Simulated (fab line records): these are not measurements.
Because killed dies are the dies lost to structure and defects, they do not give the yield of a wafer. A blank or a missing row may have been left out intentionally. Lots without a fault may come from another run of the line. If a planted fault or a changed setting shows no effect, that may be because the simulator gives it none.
Chamber matching ; flow n5 finfet ; N5_FIN_SAQP_ETCH_67 on rie diel-01: 4 sister chambers
The step etches SiNx in CH3F/O2, target depth 30 nm. 8 wafers are shown with their chamber, then 9 later ones without.

WAFERS PAIRED WITH THEIR CHAMBERS
wafer;chamber;drypump motor current A (A);showerhead plenum p Torr (Torr)
L074.2;3;5.8;2.05
L077.6;0;5.4;2.07
L087.3;1;4.8;1.97
L087.5;1;4.9;1.97
L087.6;2;5.5;2.01
L095.1;2;5.5;2.00
L095.2;0;5.3;2.06
L095.3;3;5.8;2.04

WAFERS WHOSE CHAMBER IS MISSING
wafer;drypump motor current A (A);showerhead plenum p Torr (Torr)
L095.4;4.9;1.96
L095.5;5.4;2.06
L095.6;5.8;2.04
L096.2;5.8;2.04
L096.4;5.5;2.00
L096.6;5.4;2.05
L097.3;5.5;2.00
L097.4;4.8;1.96
L097.5;5.5;2.00

EACH ONE'S CHAMBER
wafer;from the rows above;in truth
L095.4;1;1
L095.5;0;0
L095.6;3;3
L096.2;3;3
L096.4;2;2
L096.6;0;0
L097.3;2;2
L097.4;1;1
L097.5;2;2
Correct placement for 9 of the 9. Number that these rows cannot place: 0. Wrongly placed: 0.
How it was worked out, from the rows above alone: a wafer's distance from a chamber is the root of the sum, over the readings, of the square of ((its reading less the chamber's mean) divided by the reading's scatter). The wafer belongs to the nearest chamber; if the next one is less than 2 further off, it can't be placed. For every chamber, the mean is computed from those of its wafers that are shown. How the scatter is found: for the shown wafers, subtract from each reading the mean of its chamber, square and add these, divide the total by (wafers less chambers), then take the root.
